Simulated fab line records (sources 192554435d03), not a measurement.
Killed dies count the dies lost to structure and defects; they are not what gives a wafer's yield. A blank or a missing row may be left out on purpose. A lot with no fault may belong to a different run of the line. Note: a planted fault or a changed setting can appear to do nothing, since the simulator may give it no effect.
Split-lot experiment / flow n5Finfet / on a route of 1938 steps: 7 lots, 21 wafers read

== ON THE SPLIT ==
At N5_DUMMY_GATE_COAT_09 (resist thk 30 nm), the setting spinRpm was moved away from the recipe's 1500 rpm on 9 of the 21 wafers read, by -8.9% to +10.0%. The other wafers ran this setting at the recipe's value.

== FROM THE SPLIT TO THE READING: what the file shows between them, 3 steps ==
- N5_DUMMY_GATE_EBR_11
- N5_DUMMY_GATE_SOFTBAKE_10: time 60 s
- N5_DUMMY_GATE_DESCUM_20: chemistry O2, time 6.2 s

== THE READING ==
CAR-EUV_of_DUMMY_GATE_COAT_09.thkNm (the simulator's own value, which no gauge read), in nm, at N5_DUMMY_GATE_ETCH_29 (etches underlayer in N2/H2, target depth 13 nm). There is no usual value for it anywhere in the file. Here, 12 wafers ran the recipe; their average is 18.9 nm with a standard deviation of 0.19 nm.

wafer=L074.1; tool, chamber at the split=lithoTrack-03, 0; spinRpm as run, rpm=1650; against the recipe=+10.0%; CAR-EUV_of_DUMMY_GATE_COAT_09.thkNm, nm=17.8; against lot-mates on the recipe=-0.8
wafer=L074.2; tool, chamber at the split=lithoTrack-03, 0; spinRpm as run, rpm=1500; against the recipe=recipe; CAR-EUV_of_DUMMY_GATE_COAT_09.thkNm, nm=18.6; against lot-mates on the recipe=-
wafer=L074.4; tool, chamber at the split=lithoTrack-03, 0; spinRpm as run, rpm=1650; against the recipe=+10.0%; CAR-EUV_of_DUMMY_GATE_COAT_09.thkNm, nm=17.4; against lot-mates on the recipe=-1.2
wafer=L076.4; tool, chamber at the split=lithoTrack-01, 0; spinRpm as run, rpm=1500; against the recipe=recipe; CAR-EUV_of_DUMMY_GATE_COAT_09.thkNm, nm=19.2; against lot-mates on the recipe=-
wafer=L076.5; tool, chamber at the split=lithoTrack-01, 0; spinRpm as run, rpm=1571; against the recipe=+4.7%; CAR-EUV_of_DUMMY_GATE_COAT_09.thkNm, nm=18.4; against lot-mates on the recipe=-0.6
wafer=L076.6; tool, chamber at the split=lithoTrack-01, 0; spinRpm as run, rpm=1500; against the recipe=recipe; CAR-EUV_of_DUMMY_GATE_COAT_09.thkNm, nm=18.8; against lot-mates on the recipe=-
wafer=L078.2; tool, chamber at the split=lithoTrack-01, 0; spinRpm as run, rpm=1367; against the recipe=-8.9%; CAR-EUV_of_DUMMY_GATE_COAT_09.thkNm, nm=20; against lot-mates on the recipe=no lot-mate on the recipe
wafer=L078.6; tool, chamber at the split=lithoTrack-01, 0; spinRpm as run, rpm=1367; against the recipe=-8.9%; CAR-EUV_of_DUMMY_GATE_COAT_09.thkNm, nm=20; against lot-mates on the recipe=no lot-mate on the recipe
wafer=L078.4; tool, chamber at the split=lithoTrack-01, 0; spinRpm as run, rpm=1367; against the recipe=-8.9%; CAR-EUV_of_DUMMY_GATE_COAT_09.thkNm, nm=20.4; against lot-mates on the recipe=no lot-mate on the recipe
wafer=L084.2; tool, chamber at the split=lithoTrack-01, 0; spinRpm as run, rpm=1500; against the recipe=recipe; CAR-EUV_of_DUMMY_GATE_COAT_09.thkNm, nm=19; against lot-mates on the recipe=-
wafer=L084.5; tool, chamber at the split=lithoTrack-01, 0; spinRpm as run, rpm=1500; against the recipe=recipe; CAR-EUV_of_DUMMY_GATE_COAT_09.thkNm, nm=19; against lot-mates on the recipe=-
wafer=L084.6; tool, chamber at the split=lithoTrack-01, 0; spinRpm as run, rpm=1500; against the recipe=recipe; CAR-EUV_of_DUMMY_GATE_COAT_09.thkNm, nm=19; against lot-mates on the recipe=-
wafer=L087.1; tool, chamber at the split=lithoTrack-02, 0; spinRpm as run, rpm=1500; against the recipe=recipe; CAR-EUV_of_DUMMY_GATE_COAT_09.thkNm, nm=18.6; against lot-mates on the recipe=-
wafer=L087.5; tool, chamber at the split=lithoTrack-02, 0; spinRpm as run, rpm=1500; against the recipe=recipe; CAR-EUV_of_DUMMY_GATE_COAT_09.thkNm, nm=18.6; against lot-mates on the recipe=-
wafer=L087.6; tool, chamber at the split=lithoTrack-02, 0; spinRpm as run, rpm=1439; against the recipe=-4.1%; CAR-EUV_of_DUMMY_GATE_COAT_09.thkNm, nm=19.6; against lot-mates on the recipe=+1.0
wafer=L090.1; tool, chamber at the split=lithoTrack-01, 0; spinRpm as run, rpm=1454; against the recipe=-3.1%; CAR-EUV_of_DUMMY_GATE_COAT_09.thkNm, nm=19.2; against lot-mates on the recipe=+0.4
wafer=L090.3; tool, chamber at the split=lithoTrack-01, 0; spinRpm as run, rpm=1454; against the recipe=-3.1%; CAR-EUV_of_DUMMY_GATE_COAT_09.thkNm, nm=19.2; against lot-mates on the recipe=+0.4
wafer=L090.6; tool, chamber at the split=lithoTrack-01, 0; spinRpm as run, rpm=1500; against the recipe=recipe; CAR-EUV_of_DUMMY_GATE_COAT_09.thkNm, nm=18.8; against lot-mates on the recipe=-
wafer=L095.2; tool, chamber at the split=lithoTrack-01, 0; spinRpm as run, rpm=1500; against the recipe=recipe; CAR-EUV_of_DUMMY_GATE_COAT_09.thkNm, nm=19; against lot-mates on the recipe=-
wafer=L095.4; tool, chamber at the split=lithoTrack-01, 0; spinRpm as run, rpm=1500; against the recipe=recipe; CAR-EUV_of_DUMMY_GATE_COAT_09.thkNm, nm=19; against lot-mates on the recipe=-
wafer=L095.6; tool, chamber at the split=lithoTrack-01, 0; spinRpm as run, rpm=1500; against the recipe=recipe; CAR-EUV_of_DUMMY_GATE_COAT_09.thkNm, nm=18.8; against lot-mates on the recipe=-

THE FIT
A straight line over all 21 wafers: CAR-EUV_of_DUMMY_GATE_COAT_09.thkNm changes by -0.134 nm for each +1% of spinRpm; r = -0.96; the points scatter about the line by 0.19 nm.
The same after taking each lot's own level away (the mean of its wafers on the recipe; 18 wafers): -0.117 nm for each +1%; r = -0.94; scatter 0.17 nm.
Per that fit: largest spinRpm move, reading shift of 1.2 nm.
Measured against the standard deviation above, the lots' own levels, which go from 18.60 to 19.00 nm, span 2.1 times it.
So the slope is not independent of the lot-to-lot level: the two fits are not the same.
Check: for one of the wafers moved furthest among these (+10.0%), held out of the fit, the line's prediction against its lot-mates is -1.33 nm. It came out at -0.8 nm against them.

== FURTHER SPLITS ON THESE WAFERS ==
These wafers also went through other splits before the reading. Each is held against what the fit with the lots' levels taken away leaves over:
other split on the same wafers=N5_FIN_CUT_EXPOSE_05 doseMj; wafers away from the commonest value=7; r with CAR-EUV_of_DUMMY_GATE_COAT_09.thkNm (lot level and that fit taken away)=+0.32

== THE WHOLE CHAIN: every reading that the file lists as answering this split, in the file's order ==
step=N5_DUMMY_GATE_COAT_09; what it does=resist thk 30 nm; reading=CAR-EUV_of_DUMMY_GATE_COAT_09.thkNm (the simulator's own value, which no gauge read); change (the file's fit)=-0.14 nm for each +1% of the setting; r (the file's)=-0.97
step=N5_DUMMY_GATE_DESCUM_20; what it does=chemistry O2, time 6.2 s; reading=CAR-EUV_of_DUMMY_GATE_COAT_09.thkNm (the simulator's own value, which no gauge read); change (the file's fit)=-0.134 nm for each +1% of the setting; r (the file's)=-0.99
step=N5_DUMMY_GATE_ETCH_29; what it does=etches underlayer in N2/H2, target depth 13 nm; reading=CAR-EUV_of_DUMMY_GATE_COAT_09.thkNm (the simulator's own value, which no gauge read); change (the file's fit)=-0.122 nm for each +1% of the setting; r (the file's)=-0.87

== FILE'S OWN FIT ==
CAR-EUV_of_DUMMY_GATE_COAT_09.thkNm changes by -0.122 nm for each +1% of spinRpm, r = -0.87.
